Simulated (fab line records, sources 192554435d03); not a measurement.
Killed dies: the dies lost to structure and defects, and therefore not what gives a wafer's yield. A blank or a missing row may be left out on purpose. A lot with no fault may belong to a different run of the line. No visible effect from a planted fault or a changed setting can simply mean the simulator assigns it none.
The same fault as seen by 3 desks + flow n5 finfet + only its own numbers are on each desk; what lay behind them is given at the end

== THE METROLOGY DESK ==
What the gauges read for every lot (on any tool): the sampled wafers with a number, averaged. A lot is out of limits, marked OUT, if its mean lies more than 4 standard deviations from the usual mean; the brackets give that distance.
Columns: A = cd nm at N5_MOL_CONTACT_COAG_CD_MEAS_08, usual 28.00 nm
| lot  | first seen here | A     |
|------|-----------------|-------|
| L744 | day 8 05:18     | 28.14 |
| L751 | day 9 18:52     | 28.18 |
| L752 | day 10 01:31    | 27.72 |
| L754 | day 10 13:24    | 27.92 |
This desk's verdict: no lot among the 4 shows anything out of limits.

== FOR THE TOOL OWNER'S DESK: litho track-03 ==
The tool's own readings at N5_MOL_CONTACT_COAG_DEVELOP_07 (develop time 30 s): means of the sampled wafers that have a number, for each lot that ran on this tool. A lot is out of limits, marked OUT, if its mean lies more than 4 standard deviations from the usual mean; the brackets give that distance.
Columns: A = chill plate temp C at N5_MOL_CONTACT_COAG_DEVELOP_07, usual 22.97 C; B = exhaust pa at N5_MOL_CONTACT_COAG_DEVELOP_07, usual 44.9 Pa
| lot  | first seen here | A     | B    |
|------|-----------------|-------|------|
| L751 | day 9 18:48     | 23.05 | 44.3 |
This desk's finding: nothing out of limits on the one lot.

== THE DEFECT DESK ==
Counts from the inspections along the route, per lot, as means over the sampled wafers that have a number. A lot is out of limits, marked OUT, if its mean lies more than 4 standard deviations from the usual mean; the brackets give that distance.
Columns: A = raw defect count at N5_GATE_CUT_INSPECT_26, usual 33
| lot  | first seen here | A  |
|------|-----------------|----|
| L741 | day 7 08:13     | 53 |
| L742 | day 7 10:54     | 29 |
| L744 | day 8 04:51     | 27 |
| L751 | day 9 18:26     | 59 |
| L752 | day 10 01:05    | 28 |
| L754 | day 10 12:59    | 19 |
This desk's verdict: no lot among the 6 shows anything out of limits.

== TAKEN TOGETHER ==
At the metrology desk, nothing out of limits was observed.
The desk of the tool owner found nothing out of limits.
No out-of-limits result turned up at the defect desk.

== WHAT THE SIMULATOR HAD PUT IN ==
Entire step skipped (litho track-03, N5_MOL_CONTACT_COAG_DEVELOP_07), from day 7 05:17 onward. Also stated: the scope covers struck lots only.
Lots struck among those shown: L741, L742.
